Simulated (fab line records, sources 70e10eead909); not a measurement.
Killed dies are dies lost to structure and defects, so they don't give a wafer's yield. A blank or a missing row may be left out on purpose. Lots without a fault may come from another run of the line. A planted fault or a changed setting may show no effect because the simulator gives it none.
fab line records | flow nand_harc
record lots=24 wafers=72 last_day=33
route steps=1302 shown P_M1@299 P_M2@333 P_BONDPAD@377 A_CHANNEL_FILL_D1@501 A_DECK1_JOINT@543
lots that met no fault: from a run of the same line without faults
start_h: hours from the record's first day to the start of the lot's first wafer shown | wait_h: hours since the lot's step before | " the same as in the row above | L1.1+2: a row that stands for several wafers | - no value, or no start given | * or withheld: withheld | < > ~ a bound
route shown NAME@n: a module of which the file shows steps, and the number in the route of the first | usual: mean/standard deviation of fault-free wafers | same: alike in all rows | chamber/n: place in a boat | sites: the reading at each site | _std_site: their standard deviation | _edge_site: outer sites' mean less inner sites' | radius_mm: how far each site lies from the wafer's centre | mask NAME#n: copy n | behind: the tool/chamber that last shaped the wafer | hold: why the lot was held/for how many hours/how that ended | device: the transistor (n, p or np) that didn't switch | end of line: the same wafers' tests at the end of the route | a step without rows: its recipe alone | killed: dies lost to structure and defects at the first sort, not the wafer's yield | map: a wafer's dies, x killed, . not, _ none there
set.NAME: the setting as run; set.NAME@STEP: as run at that earlier step | model.NAME: the simulator's own value behind a step, which no gauge read
steps of the route over a sample of lots; a table a step, a row a wafer
services: from which hour (start_h, from the record's first day; less than 0 if before it) a tool's chamber was out of use, for how many hours, and why
## steps
# step NHARC_P_M1_ETCH_35
# recipe target_depth_a=400 overetch_a=120 time_s=43.94 ion_energy_ev=200 n2_flow_sccm=150 h2_flow_sccm=150 ar_flow_sccm=0 rf_w=400 bias_w=150 chemistry=N2/H2
# usual bias_w=150.0/0.45 drypump_motor_current_A=5.56/0.24 h2_flow_sccm=150.0/0.47 oes_product_au=1.000/0.0089 rf_vpp_V=431.2/2.3 showerhead_plenum_p_Torr=2.07/0.077 throttle_valve_pct=14.172/0.01
# columns lot.wafer tool chamber start_h wait_h bias_w drypump_motor_current_A h2_flow_sccm oes_product_au rf_hours_counter_h rf_vpp_V showerhead_plenum_p_Torr throttle_valve_pct
L074.2 rie_diel-05 2 125.03 0.1 149.8 5.54 149.4 0.998 4 433.3 2.14 14.170
L074.3 " 0 " " 150.4 5.64 150.9 1.010 4 432.1 2.13 14.165
L074.6 " 2 " " 150.1 5.50 149.8 1.000 - 434.3 2.14 14.168
L075.4 rie_diel-05 0 129.73 0.1 150.1 5.65 150.0 1.002 4 432.4 2.13 14.169
L075.2 " 2 " " 149.1 5.53 151.1 0.996 4 433.2 2.14 14.178
L075.5 " 0 " " 150.2 5.66 150.3 1.005 - 431.7 2.13 14.167
L076.2 rie_diel-05 0 148.49 0.1 150.9 5.65 149.2 0.993 6 432.2 2.13 14.184
L076.6 " 1 " " 150.3 5.44 150.2 0.995 - 430.2 2.05 14.171
L076.5 " 2 " " 150.3 5.58 149.4 0.996 - 432.3 2.14 14.169
L077.4 rie_diel-05 3 152.31 0.1 150.5 5.40 149.5 1.002 6 432.2 2.07 14.175
L077.3 " 1 " " 149.7 5.43 150.2 0.995 6 429.5 2.05 14.172
L077.5 " 0 " " 148.8 5.67 151.0 1.000 - 433.9 2.13 14.158
L078.2 rie_diel-03 2 166.29 0.1 149.7 5.99 149.7 0.995 3 433.2 2.14 14.174
L078.1 " 0 " " 150.6 5.64 150.5 1.004 2 433.1 2.18 14.168
L078.4 " 1 " " 150.2 5.48 150.9 1.001 3 428.5 1.96 14.182
L079.3 rie_diel-01 0 171.03 0.1 149.9 5.65 151.0 1.010 44 429.1 2.02 14.156
L079.2 " 1 " " 149.6 4.81 149.9 1.004 45 433.2 2.11 14.161
L079.5 " 3 " " 150.3 5.27 149.5 1.006 - 427.5 1.94 14.187
L080.3 rie_diel-05 0 188.92 0.1 150.1 5.64 150.5 0.989 8 434.4 2.13 14.192
L080.5 " 2 " " 150.9 5.60 150.6 0.999 - 433.1 2.14 14.166
L080.6 " 3 " " 150.1 5.39 150.2 0.982 - 430.4 2.07 14.156
L081.1 rie_diel-05 3 196.96 0.1 149.9 5.39 149.8 0.995 9 431.9 2.07 14.171
L081.3 " 1 " " 150.3 5.41 150.3 0.997 9 430.2 2.05 14.181
L081.5 " 0 " " 149.5 5.61 149.8 1.007 - 431.4 2.13 14.182
L082.6 rie_diel-05 1 210.95 0.1 149.5 5.43 150.6 0.987 - 431.1 2.05 14.179
L082.5 " 2 " " 149.7 5.57 149.6 0.992 - 433.3 2.14 14.167
L082.4 " 0 " " 149.9 5.65 150.5 1.013 - 434.8 2.13 14.169
L083.2 rie_diel-05 0 220.29 0.1 150.2 5.64 150.8 1.000 10 433.5 2.13 14.162
L083.6 " 1 " " 150.1 5.42 150.6 0.971 - 431.2 2.04 14.177
L083.5 " 2 " " 149.4 5.61 149.5 0.992 - 433.0 2.14 14.185
L085.3 rie_diel-03 2 232.71 0.1 150.3 5.97 149.8 1.009 10 433.2 2.13 14.177
L085.4 " 1 " " 150.3 5.52 149.9 1.012 10 429.2 1.96 14.160
L085.5 " 2 " " 148.8 6.00 149.7 1.013 - 432.8 2.14 14.154
L084.4 rie_diel-03 3 233.33 0.1 150.2 5.62 150.2 1.009 10 429.8 2.01 14.167
L084.6 " 2 " " 149.9 5.99 150.4 0.989 - 432.9 2.13 14.187
L084.5 " 3 " " 150.3 5.65 149.9 1.011 - 430.1 2.01 14.158
L086.2 rie_diel-05 0 246.59 0.1 150.6 5.63 149.3 1.017 0 431.6 2.13 14.158
L086.6 " 1 " " 150.6 5.44 149.8 0.995 - 432.0 2.04 14.143
L086.5 " 2 " " 150.1 5.55 149.8 1.000 - 434.6 2.14 14.165
L087.3 rie_diel-03 3 256.44 0.1 150.6 5.62 149.7 1.007 12 428.9 2.01 14.181
L087.2 " 0 " " 150.4 5.64 150.4 1.003 11 434.0 2.17 14.181
L087.4 " 2 " " 150.1 5.97 149.7 1.007 13 433.5 2.13 14.193
L089.3 rie_diel-03 3 271.51 0.1 150.1 5.58 151.0 1.003 13 428.2 2.00 14.187
L089.5 " 0 " " 149.6 5.62 151.0 1.002 - 434.2 2.17 14.172
L089.6 " 1 " " 149.9 5.50 149.8 1.011 - 428.3 1.96 14.168
L088.4 rie_diel-01 0 272.47 0.1 149.4 5.66 150.3 0.986 18 428.4 2.01 14.169
L088.2 " 3 " " 150.3 5.26 150.1 0.990 17 427.9 1.94 14.152
L088.5 " 1 " " 149.3 4.81 149.3 0.991 - 432.3 2.10 14.157
L090.3 rie_diel-01 3 288.42 0.1 150.6 5.24 150.1 1.007 22 427.8 1.93 14.179
L090.2 " 0 " " 150.2 5.68 149.2 0.982 24 428.8 2.01 14.169
L090.1 " 2 " " 150.4 5.89 149.8 0.994 23 426.9 1.93 14.159
L091.2 rie_diel-01 3 296.38 0.1 150.1 5.21 150.1 0.997 27 427.1 1.93 14.178
L091.4 " 0 " " 150.0 5.67 150.1 0.984 27 429.5 2.01 14.173
L091.3 " 1 " " 149.9 4.80 150.2 1.001 28 433.1 2.10 14.168
L092.1 rie_diel-03 1 303.04 0.1 150.1 5.53 150.0 1.011 1 428.2 1.95 14.157
L092.2 " 2 " " 149.1 5.98 149.7 1.008 1 433.2 2.13 14.161
L092.5 " 1 " " 150.5 5.54 149.9 1.011 - 427.6 1.95 14.182
L093.2 rie_diel-05 2 316.66 0.1 150.0 5.61 149.1 0.999 6 432.3 2.14 14.197
L093.3 " 0 " " 149.8 5.65 149.5 1.010 6 433.2 2.13 14.169
L093.4 " 1 " " 150.3 5.42 150.1 0.990 - 431.9 2.04 14.177
L094.2 rie_diel-05 1 327.50 0.1 149.7 5.46 150.0 1.004 4 430.5 2.04 14.178
L094.4 " 0 " " 150.8 5.66 149.6 1.002 - 432.9 2.13 14.183
L094.5 " 2 " " 150.1 5.58 150.8 1.008 - 434.7 2.14 14.179
L095.2 rie_diel-05 1 335.92 0.1 150.6 5.44 150.3 0.985 5 431.0 2.04 14.164
L095.1 " 3 " " 149.8 5.39 149.0 0.996 0 431.5 2.07 14.187
L095.4 " 0 " " 149.7 5.66 150.4 0.991 7 433.7 2.13 14.177
L096.3 rie_diel-01 2 348.68 0.1 149.4 5.91 150.6 0.994 34 428.5 1.92 14.199
L096.1 " 0 " " 149.1 5.66 150.3 0.990 31 430.3 2.00 14.182
L096.6 " 3 " " 150.0 5.27 149.9 0.998 - 426.5 1.93 14.172
L097.1 rie_diel-03 1 361.95 0.1 150.4 5.47 150.7 1.009 7 427.9 1.95 14.175
L097.2 " 0 " " 150.1 5.67 150.6 1.010 7 433.4 2.17 14.165
L097.5 " 1 " " 149.4 5.47 150.0 1.007 - 428.2 1.95 14.162
# step NHARC_P_M2_ETCH_15
# recipe target_depth_a=1825 time_s=91.2 c4f8_flow_sccm=withheld ar_flow_sccm=400 rf_w=600 bias_w=300 chemistry=C4F8/Ar
# usual bias_w=299.9/0.97 oes_product_au=0.940/0.021 rf_vpp_V=441.3/2.3
# columns lot.wafer tool chamber start_h wait_h bias_w oes_product_au rf_hours_counter_h rf_vpp_V
L074.3 rie_diel-10 3 - - 299.6 0.935 2.9 442.4
L074.2 " 1 " " 300.2 0.982 2.9 439.6
L074.6 " 2 " " 299.8 0.946 - 438.2
L075.4 rie_diel-10 0 - - 302.1 0.964 3.5 439.6
L075.2 " 1 " " 299.4 0.967 3.1 440.4
L075.5 " 1 " " 300.9 0.963 - 438.8
L076.2 rie_diel-02 3 - - 299.3 0.932 2.5 445.6
L076.6 " 2 " " 300.7 0.924 - 443.0
L076.5 " 0 " " 300.1 0.928 - 440.1
L077.3 rie_diel-02 3 - - 300.2 0.933 2.6 443.9
L077.5 " 2 " " 300.6 0.925 - 442.0
L077.4 " 3 " " 299.6 0.911 - 444.5
L078.2 rie_diel-04 3 - - 298.3 0.921 9.1 443.8
L078.4 " 0 " " 299.2 0.934 7.2 440.1
L078.1 " 2 " " 300.8 0.924 9.6 443.1
L079.2 rie_diel-04 2 - - 299.3 0.941 9.8 442.6
L079.3 " 1 " " 298.5 0.928 8.7 442.2
L079.5 " 2 " " 298.0 0.934 - 442.8
L080.3 rie_diel-02 0 - - 298.9 0.937 6.2 439.2
L080.5 " 1 " " 299.8 0.916 - 443.6
L080.6 " 2 " " 299.3 0.921 - 441.5
L081.3 rie_diel-04 1 - - 299.8 0.983 1.3 441.1
L081.1 " 0 " " 300.7 0.968 1.2 438.0
L081.5 " 2 " " 299.7 0.982 - 443.6
L082.4 rie_diel-04 3 - - 299.9 0.931 2.5 444.1
L082.5 " 0 " " 300.8 0.932 - 440.0
L082.6 " 1 " " 300.4 0.939 - 441.2
L083.2 rie_diel-04 1 - - 299.2 0.934 2.9 441.5
L083.5 " 3 " " 300.1 0.921 - 443.5
L083.6 " 0 " " 300.4 0.932 - 439.5
L085.3 rie_diel-04 3 - - 299.8 0.934 3.5 443.5
L085.4 " 1 " " 300.3 0.935 - 441.7
L085.5 " 3 " " 301.4 0.921 - 443.4
L084.4 rie_diel-10 1 - - 300.5 0.984 7.4 438.4
L084.5 " 3 " " 297.4 0.958 - 442.2
L084.6 " 0 " " 299.0 0.960 - 439.9
L086.2 rie_diel-02 0 - - 299.5 0.935 1.5 440.3
L086.5 " 1 " " 299.3 0.938 - 444.2
L086.6 " 2 " " 299.8 0.944 - 443.1
L087.2 rie_diel-10 3 - - 298.8 0.950 0.5 442.4
L087.4 " 0 " " 299.4 0.980 0.3 439.0
L087.3 " 1 " " 299.6 0.981 0.4 439.6
L089.3 rie_diel-04 0 - - 297.9 0.911 5.4 439.9
L089.6 " 3 " " 299.2 0.935 - 443.2
L089.5 " 0 " " 299.0 0.922 - 437.4
L088.4 rie_diel-02 0 - - 300.8 0.913 2.9 441.1
L088.2 " 3 " " 300.9 0.919 3.0 446.2
L088.5 " 0 " " 299.8 0.922 - 440.2
L090.1 rie_diel-10 2 - - 300.0 0.959 1.9 435.5
L090.2 " 3 " " 301.8 0.952 1.9 440.9
L090.3 " 0 " " 301.3 0.989 1.5 440.5
L091.4 rie_diel-10 1 - - 299.6 0.931 2.0 439.4
L091.2 " 2 " " 300.9 0.924 2.5 436.1
L091.3 " 0 " " 299.5 0.929 2.3 439.0
L092.1 rie_diel-04 3 - - 299.7 0.930 5.8 443.5
L092.2 " 0 " " 300.1 0.915 6.5 439.4
L092.5 " 3 " " 300.2 0.932 - 444.2
L093.2 rie_diel-10 3 - - 299.8 0.958 3.7 443.0
L093.4 " 1 " " 300.4 0.989 2.7 439.6
L093.3 " 2 " " 301.1 0.961 3.1 436.8
L094.2 rie_diel-02 1 - - 300.6 0.930 7.4 443.6
L094.4 " 3 " " 300.0 0.916 6.0 446.3
L094.5 " 1 " " 300.6 0.924 - 443.2
L095.1 rie_diel-04 1 - - 299.5 0.919 9.0 440.2
L095.4 " 2 " " 300.8 0.934 8.2 444.5
L095.2 " 3 " " 300.9 0.930 8.2 444.6
L096.1 rie_diel-10 3 - - 299.3 0.910 5.6 442.8
L096.3 " 0 " " 298.7 0.925 5.0 439.8
L096.6 " 2 " " 301.6 0.922 - 436.9
L097.2 rie_diel-10 0 - - 301.8 0.962 5.9 440.6
L097.1 " 1 " " 300.9 0.958 5.7 439.9
L097.5 " 3 " " 299.7 0.967 - 442.4
# step NHARC_P_M2_PVD_21
# recipe target_thk_a=300 chamber_pressure_pa=5 power_w=5000 substrate_temp_c=30 time_s=20.49 material=Cu
# usual throttle_valve_pct=29.8/0.98
# columns lot.wafer tool chamber start_h wait_h throttle_valve_pct
L074.3 pvd_sputter-01 - - - 30.0
L074.2 " - " " 29.0
L074.6 " - " " 30.1
L075.2 pvd_sputter-01 - - - 30.7
L075.4 " - " " 32.0
L075.5 " - " " 32.2
L076.2 pvd_sputter-02 - - - 28.7
L076.6 " - " " 29.8
L076.5 " - " " 29.6
L077.4 pvd_sputter-02 - - - 29.9
L077.3 " - " " 28.8
L077.5 " - " " 29.7
L078.2 pvd_sputter-02 - - - 29.9
L078.4 " - " " 29.7
L078.1 " - " " 28.5
L079.3 pvd_sputter-02 - - - 28.8
L079.2 " - " " 29.5
L079.5 " - " " 29.9
L080.3 pvd_sputter-03 - - - 30.0
L080.5 " - " " 30.0
L080.6 " - " " 29.9
L081.3 pvd_sputter-02 - - - 28.7
L081.1 " - " " 29.8
L081.5 " - " " 30.3
L082.4 pvd_sputter-01 - - - 30.5
L082.6 " - " " 29.0
L082.5 " - " " 30.6
L083.2 pvd_sputter-01 - - - 32.2
L083.6 " - " " 30.6
L083.5 " - " " 32.3
L085.4 pvd_sputter-02 - - - 30.0
L085.3 " - " " 29.6
L085.5 " - " " 28.6
L084.4 pvd_sputter-03 - - - 30.4
L084.6 " - " " 28.3
L084.5 " - " " 29.7
L086.2 pvd_sputter-03 - - - 29.9
L086.5 " - " " 30.0
L086.6 " - " " 30.1
L087.2 pvd_sputter-01 - - - 28.3
L087.3 " - " " 30.4
L087.4 " - " " 29.7
L089.3 pvd_sputter-01 - - - 29.7
L089.5 " - " " 28.0
L089.6 " - " " 30.6
L088.2 pvd_sputter-01 - - - 30.3
L088.4 " - " " 29.7
L088.5 " - " " 31.4
L090.1 pvd_sputter-01 - - - 28.2
L090.2 " - " " 30.6
L090.3 " - " " 31.5
L091.3 pvd_sputter-01 - - - 29.6
L091.2 " - " " 28.4
L091.4 " - " " 30.5
L092.2 pvd_sputter-02 - - - 28.7
L092.1 " - " " 30.8
L092.5 " - " " 30.7
L093.4 pvd_sputter-02 - - - 30.5
L093.2 " - " " 29.7
L093.3 " - " " 29.1
L094.2 pvd_sputter-03 - - - 30.0
L094.4 " - " " 29.9
L094.5 " - " " 30.0
L095.1 pvd_sputter-03 - - - 30.1
L095.2 " - " " 30.3
L095.4 " - " " 30.1
L096.1 pvd_sputter-02 - - - 28.9
L096.3 " - " " 30.2
L096.6 " - " " 30.6
L097.2 pvd_sputter-02 - - - 28.9
L097.1 " - " " 29.7
L097.5 " - " " 29.5
# step NHARC_P_BONDPAD_PVD_27
# recipe target_thk_a=300 chamber_pressure_pa=5 power_w=5000 substrate_temp_c=30 time_s=20.49 material=Cu
# usual throttle_valve_pct=29.9/1.1
# columns lot.wafer tool chamber start_h wait_h throttle_valve_pct
L074.2 pvd_sputter-03 - - - 27.9
L074.3 " - " " 29.7
L074.6 " - " " 27.8
L075.2 pvd_sputter-01 - - - 32.1
L075.4 " - " " 28.9
L075.5 " - " " 32.3
L076.2 pvd_sputter-01 - - - 30.6
L076.5 " - " " 31.0
L076.6 " - " " 32.1
L077.4 pvd_sputter-01 - - - 32.2
L077.3 " - " " 29.7
L077.5 " - " " 31.0
L078.1 pvd_sputter-01 - - - 30.6
L078.2 " - " " 31.9
L078.4 " - " " 30.0
L079.2 pvd_sputter-03 - - - 28.2
L079.3 " - " " 29.9
L079.5 " - " " 30.3
L080.3 pvd_sputter-03 - - - 29.9
L080.5 " - " " 27.8
L080.6 " - " " 29.8
L081.1 pvd_sputter-01 - - - 30.0
L081.3 " - " " 30.8
L081.5 " - " " 30.0
L082.4 pvd_sputter-03 - - - 30.1
L082.6 " - " " 28.1
L082.5 " - " " 30.1
L083.2 pvd_sputter-01 - - - 30.1
L083.5 " - " " 30.8
L083.6 " - " " 32.2
L085.4 pvd_sputter-03 - - - 30.0
L085.3 " - " " 30.2
L085.5 " - " " 29.8
L084.4 pvd_sputter-02 - - - 29.6
L084.6 " - " " 29.7
L084.5 " - " " 29.9
L086.2 pvd_sputter-03 - - - 28.3
L086.5 " - " " 30.1
L086.6 " - " " 28.1
L087.4 pvd_sputter-02 - - - 29.8
L087.2 " - " " 29.6
L087.3 " - " " 29.8
L089.3 pvd_sputter-02 - - - 29.8
L089.6 " - " " 29.5
L089.5 " - " " 29.8
L088.4 pvd_sputter-01 - - - 30.6
L088.2 " - " " 31.6
L088.5 " - " " 29.6
L090.1 pvd_sputter-03 - - - 28.4
L090.2 " - " " 29.9
L090.3 " - " " 30.2
L091.4 pvd_sputter-01 - - - 30.5
L091.3 " - " " 31.4
L091.2 " - " " 29.5
L092.1 pvd_sputter-01 - - - 28.1
L092.2 " - " " 30.5
L092.5 " - " " 28.3
L093.4 pvd_sputter-01 - - - 29.4
L093.3 " - " " 28.4
L093.2 " - " " 30.5
L094.2 pvd_sputter-03 - - - 29.9
L094.4 " - " " 28.2
L094.5 " - " " 28.1
L095.1 pvd_sputter-01 - - - 29.9
L095.4 " - " " 28.3
L095.2 " - " " 30.4
L096.3 pvd_sputter-01 - - - 28.2
L096.1 " - " " 30.6
L096.6 " - " " 29.8
L097.1 pvd_sputter-01 - - - 29.8
L097.2 " - " " 31.4
L097.5 " - " " 28.2
# step NHARC_A_CHANNEL_FILL_D1_STRIP_28
# recipe time_s=20 o2_flow_sccm=500 ar_flow_sccm=0 bias_w=0 chemistry=O2
# usual drypump_motor_current_A=5.7/0.35 o2_flow_sccm=500.0/1.6 oes_product_au=0.997/0.0072 rf_vpp_V=57.9/0.85 showerhead_plenum_p_Torr=3.56/0.12 throttle_valve_pct=17.036/0.0086
# same bias_w=0
# columns lot.wafer tool chamber start_h wait_h drypump_motor_current_A o2_flow_sccm oes_product_au rf_hours_counter_h rf_vpp_V showerhead_plenum_p_Torr throttle_valve_pct
L074.2 rie_diel-05 0 209.98 0.1 5.7 502.8 1.004 9 58.9 3.67 17.040
L074.3 " 1 " " 5.4 501.5 0.998 9 56.9 3.54 17.036
L074.6 " 0 " " 5.7 499.5 1.002 - 58.6 3.67 17.046
L075.2 rie_diel-05 2 213.70 0.1 5.6 496.9 1.005 10 56.1 3.69 17.031
L075.5 " 1 " " 5.4 502.3 1.004 - 58.7 3.54 17.031
L075.4 " 2 " " 5.6 498.3 0.998 - 57.3 3.69 17.023
L076.2 rie_diel-10 2 238.16 0.1 6.3 499.3 1.003 7 56.8 3.33 17.032
L076.6 " 3 " " 5.6 500.9 0.987 - 57.9 3.61 17.042
L076.5 " 0 " " 5.6 500.6 1.006 - 58.0 3.46 17.022
L077.3 rie_diel-05 2 243.04 0.1 5.6 497.5 0.991 0 58.5 3.69 17.039
L077.4 " 0 " " 5.7 502.1 1.000 - 57.2 3.67 17.035
L077.5 " 2 " " 5.5 499.3 0.992 - 57.3 3.69 17.042
L078.2 rie_diel-02 2 250.64 0.1 6.4 497.6 1.004 0 57.7 3.63 17.032
L078.1 " 3 " " 6.3 498.5 0.987 1 59.0 3.77 17.029
L078.4 " 1 " " 5.1 499.9 0.991 1 57.3 3.72 17.046
L079.3 rie_diel-10 2 256.47 0.1 6.3 499.5 0.988 0 56.6 3.33 17.038
L079.2 " 3 " " 5.6 500.2 0.987 0 57.1 3.61 17.032
L079.5 " 1 " " 5.8 499.2 1.002 - 57.8 3.44 17.039
L081.3 rie_diel-10 3 278.42 0.1 5.6 500.8 0.988 1 57.9 3.61 17.047
L081.1 " 2 " " 6.3 501.2 0.998 1 57.4 3.33 17.034
L081.5 " 0 " " 5.6 501.4 0.994 - 58.7 3.45 17.038
L080.3 rie_diel-02 2 278.43 0.1 6.4 501.6 1.010 1 58.8 3.63 17.037
L080.6 " 0 " " 5.8 499.2 0.989 - 57.3 3.54 17.041
L080.5 " 1 " " 5.1 501.5 0.987 - 57.1 3.72 17.042
L082.4 rie_diel-10 2 306.74 0.1 6.3 501.8 0.993 3 57.8 3.33 17.049
L082.5 " 2 " " 6.3 498.7 1.007 - 56.3 3.33 17.036
L082.6 " 3 " " 5.6 496.2 0.996 - 55.9 3.61 17.023
L083.2 rie_diel-02 1 306.77 0.1 5.1 500.6 0.991 5 58.1 3.72 17.036
L083.6 " 2 " " 6.4 498.0 0.999 - 57.7 3.63 17.034
L083.5 " 0 " " 5.8 499.6 0.999 - 57.8 3.53 17.017
L084.4 rie_diel-10 3 321.22 0.1 5.6 499.3 0.984 4 58.3 3.61 17.046
L084.6 " 2 " " 6.3 500.4 0.987 - 56.4 3.33 17.035
L084.5 " 3 " " 5.6 498.3 0.983 - 59.1 3.61 17.045
L085.3 rie_diel-05 2 321.28 0.1 5.6 500.2 1.003 6 58.0 3.68 17.040
L085.4 " 0 " " 5.7 501.3 1.008 - 59.3 3.67 17.024
L085.5 " 1 " " 5.4 501.9 0.997 - 57.4 3.53 17.037
L086.2 rie_diel-05 3 335.44 0.1 5.4 498.9 0.998 0 57.5 3.57 17.030
L086.5 " 1 " " 5.4 502.7 0.987 - 57.5 3.53 17.042
L086.6 " 2 " " 5.5 500.0 0.999 - 57.6 3.68 17.038
L087.3 rie_diel-05 3 340.83 0.1 5.4 500.4 0.996 0 58.5 3.57 17.026
L087.4 " 1 " " 5.4 500.8 0.987 5 57.0 3.53 17.041
L087.2 " 2 " " 5.6 500.4 1.001 7 57.5 3.68 17.028
L088.2 rie_diel-10 1 362.79 0.1 5.9 500.8 0.997 5 57.5 3.44 17.028
L088.4 " 3 " " 5.6 501.2 0.980 6 58.6 3.61 17.019
L088.5 " 1 " " 5.9 502.6 0.997 - 55.8 3.44 17.035
L089.3 rie_diel-05 3 362.80 0.1 5.4 499.6 0.997 1 57.8 3.57 17.024
L089.6 " 0 " " 5.7 500.9 1.006 - 59.1 3.66 17.044
L089.5 " 1 " " 5.4 501.0 0.999 - 57.3 3.53 17.037
L090.3 rie_diel-10 2 376.47 0.1 6.3 498.2 0.997 6 57.9 3.32 17.020
L090.1 " 3 " " 5.6 496.7 0.985 7 57.3 3.61 17.032
L090.2 " 1 " " 5.9 501.2 0.994 6 57.9 3.44 17.035
L091.4 rie_diel-02 0 383.61 0.1 5.9 499.7 1.010 9 57.4 3.53 17.036
L091.2 " 1 " " 5.1 500.0 0.996 10 57.8 3.72 17.048
L091.3 " 2 " " 6.4 500.7 1.006 8 57.9 3.62 17.033
L092.1 rie_diel-10 0 393.88 0.1 5.6 498.4 1.005 6 57.3 3.45 17.042
L092.2 " 1 " " 5.9 499.2 1.008 6 58.3 3.44 17.043
L092.5 " 2 " " 6.3 499.6 1.011 - 57.5 3.32 17.025
L093.2 rie_diel-10 3 404.55 0.1 5.6 500.3 0.986 8 57.0 3.61 17.037
L093.4 " 0 " " 5.6 497.1 0.993 7 57.2 3.45 17.041
L093.3 " 1 " " 5.8 501.3 1.003 7 57.4 3.44 17.054
L094.2 rie_diel-05 3 416.17 0.1 5.4 501.7 0.992 0 57.8 3.57 17.030
L094.4 " 0 " " 5.6 504.2 1.006 0 58.5 3.66 17.037
L094.5 " 1 " " 5.5 500.3 1.002 - 59.0 3.53 17.048
L095.2 rie_diel-02 2 427.70 0.1 6.4 498.8 1.005 2 57.9 3.62 17.041
L095.4 " 3 " " 6.3 498.4 0.996 2 58.7 3.77 17.031
L095.1 " 1 " " 5.1 500.2 1.003 1 57.9 3.72 17.031
L096.1 rie_diel-10 2 436.26 0.1 6.3 497.7 1.007 0 56.9 3.32 17.033
L096.3 " 0 " " 5.6 499.1 1.008 0 57.9 3.45 17.040
L096.6 " 2 " " 6.3 497.3 0.997 - 58.1 3.32 17.038
L097.2 rie_diel-05 0 456.43 0.1 5.6 499.3 0.988 2 57.9 3.66 17.029
L097.1 " 1 " " 5.4 498.4 0.992 3 56.8 3.53 17.024
L097.5 " 3 " " 5.4 501.7 0.998 - 58.5 3.57 17.038
# step NHARC_A_DECK1_JOINT_THK_MEAS_17
# recipe thk_meas_gauge=ellipsometry
# usual thk_nm=44.7/1
# columns lot.wafer tool chamber start_h wait_h thk_nm
L074.2 film_metro-01 - 266.21 0.2 42.0
L074.3 " - " " 45.4
L074.6 " - " " 46.0
L075.2 film_metro-02 - 275.55 0.2 44.3
L075.4 " - " " 44.5
L075.5 " - " " 44.9
L077.3 film_metro-01 - 301.67 0.2 43.9
L077.4 " - " " 46.2
L077.5 " - " " 44.3
L076.2 film_metro-02 - 301.83 0.3 45.2
L076.5 " - " " 43.7
L076.6 " - " " 43.7
L078.1 film_metro-01 - 308.07 0.3 44.5
L078.2 " - " " 43.9
L078.4 " - " " 46.0
L079.2 film_metro-01 - 315.43 0.2 44.0
L079.3 " - " " 43.7
L079.5 " - " " 44.8
L081.1 film_metro-02 - 340.41 0.2 45.3
L081.3 " - " " 44.7
L081.5 " - " " 45.8
L080.3 film_metro-01 - 340.43 0.2 44.8
L080.5 " - " " 45.3
L080.6 " - " " 44.7
L083.2 film_metro-01 - 364.16 0.2 44.5
L083.5 " - " " 45.3
L083.6 " - " " 45.7
L082.4 film_metro-02 - 364.16 0.2 45.3
L082.5 " - " " 45.6
L082.6 " - " " 43.8
L084.4 film_metro-01 - 380.70 0.2 45.2
L084.5 " - " " 46.2
L084.6 " - " " 44.5
L085.3 film_metro-01 - 380.70 0.3 43.1
L085.4 " - " " 44.2
L085.5 " - " " 44.6
L087.2 film_metro-01 - 397.53 0.3 43.9
L087.3 " - " " 44.1
L087.4 " - " " 46.3
L086.2 film_metro-02 - 397.53 0.2 45.3
L086.5 " - " " 45.1
L086.6 " - " " 44.7
L089.3 film_metro-01 - 430.78 0.2 44.5
L089.5 " - " " 44.6
L089.6 " - " " 44.5
L088.2 film_metro-01 - 430.95 0.3 43.6
L088.4 " - " " 45.0
L088.5 " - " " 46.5
L091.2 film_metro-01 - 442.17 0.3 44.9
L091.3 " - " " 45.1
L091.4 " - " " 43.5
L090.1 film_metro-02 - 442.17 0.2 43.7
L090.2 " - " " 43.9
L090.3 " - " " 44.4
L092.1 film_metro-02 - 449.98 0.3 44.7
L092.2 " - " " 43.0
L092.5 " - " " 42.5
L093.2 film_metro-01 - 465.65 0.3 43.8
L093.3 " - " " 42.8
L093.4 " - " " 44.2
L095.1 film_metro-01 - 485.08 0.2 46.1
L095.2 " - " " 44.3
L095.4 " - " " 45.1
L094.2 film_metro-02 - 487.82 0.2 43.4
L094.4 " - " " 44.1
L094.5 " - " " 46.4
L096.1 film_metro-02 - 497.83 0.2 46.0
L096.3 " - " " 44.2
L096.6 " - " " 46.2
L097.1 film_metro-02 - 511.99 0.2 45.6
L097.2 " - " " 44.3
L097.5 " - " " 46.1
## services
# columns tool chamber start_h hours kind
pvd_sputter-02 - 104.00 10.0 pm
rie_diel-10 - 107.16 0.9 repair
pvd_sputter-02 - 118.18 28.7 repair
rie_diel-10 - 120.93 0.2 repair
rie_diel-10 0 142.94 3.3 repair
rie_diel-02 1 152.09 4.5 repair
pvd_sputter-03 - 160.50 3.6 repair
pvd_sputter-03 - 170.00 10.0 pm
rie_diel-02 1 176.49 7.0 repair
pvd_sputter-03 - 181.10 6.1 repair
rie_diel-02 0 197.40 27.1 repair
rie_diel-05 3 198.93 132.0 repair
rie_diel-02 - 216.80 9.0 pm
rie_diel-05 - 229.60 9.0 pm
pvd_sputter-01 - 234.74 10.0 pm
rie_diel-10 - 242.50 9.0 pm
pvd_sputter-01 - 247.48 7.4 repair
rie_diel-05 1 271.05 21.7 repair
pvd_sputter-02 - 282.00 10.0 pm
rie_diel-05 - 306.44 0.6 repair
pvd_sputter-03 - 344.74 35.2 repair
rie_diel-05 - 406.60 9.0 pm
pvd_sputter-01 - 412.74 10.0 pm
rie_diel-10 - 419.50 9.0 pm
## key
fault none
